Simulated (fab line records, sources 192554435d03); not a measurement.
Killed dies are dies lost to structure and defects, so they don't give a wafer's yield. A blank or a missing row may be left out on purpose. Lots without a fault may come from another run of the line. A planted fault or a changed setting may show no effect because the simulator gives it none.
Chamber matching | flow n5_finfet | N5_GATE_CUT_STRIP_41 on rie_diel-02: 4 sister chambers
The step strips in CF4. 4 wafers are shown with their chamber, then 9 later ones without.

WAFERS WITH THEIR CHAMBER
wafer  | chamber | showerhead_plenum_p_Torr (Torr)
L081.4 | 0       | 1.81
L086.1 | 1       | 1.90
L086.4 | 2       | 1.82
L086.5 | 3       | 1.75

WAFERS WITHOUT THEIR CHAMBER
wafer  | showerhead_plenum_p_Torr (Torr)
L085.3 | 1.81
L085.4 | 1.82
L085.5 | 1.81
L094.2 | 1.81
L094.4 | 1.81
L094.5 | 1.90
L097.1 | 1.80
L097.2 | 1.75
L097.5 | 1.81

WHICH CHAMBER EACH WENT THROUGH
wafer  | from the rows above | in truth
L085.3 | 0                   | 0
L085.4 | 2                   | 2
L085.5 | 0                   | 0
L094.2 | 0                   | 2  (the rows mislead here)
L094.4 | 0                   | 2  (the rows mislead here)
L094.5 | 1                   | 1
L097.1 | 0                   | 0
L097.2 | 3                   | 3
L097.5 | 0                   | 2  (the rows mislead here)
Placed correctly: 6 of 9. Can't be placed from these rows: 0. Placed wrongly: 3.
How it was worked out, from the rows above alone: a wafer's distance from a chamber is the root of the sum, over the readings, of the square of ((its reading less the chamber's mean) divided by the reading's scatter). The wafer belongs to the nearest chamber; if the next one is less than 2 further off, it can't be placed. A chamber's mean is the mean of its shown wafers. The scatter: with one shown wafer a chamber, the root of the mean of the squares of how far each hidden wafer lies from its nearest shown one.
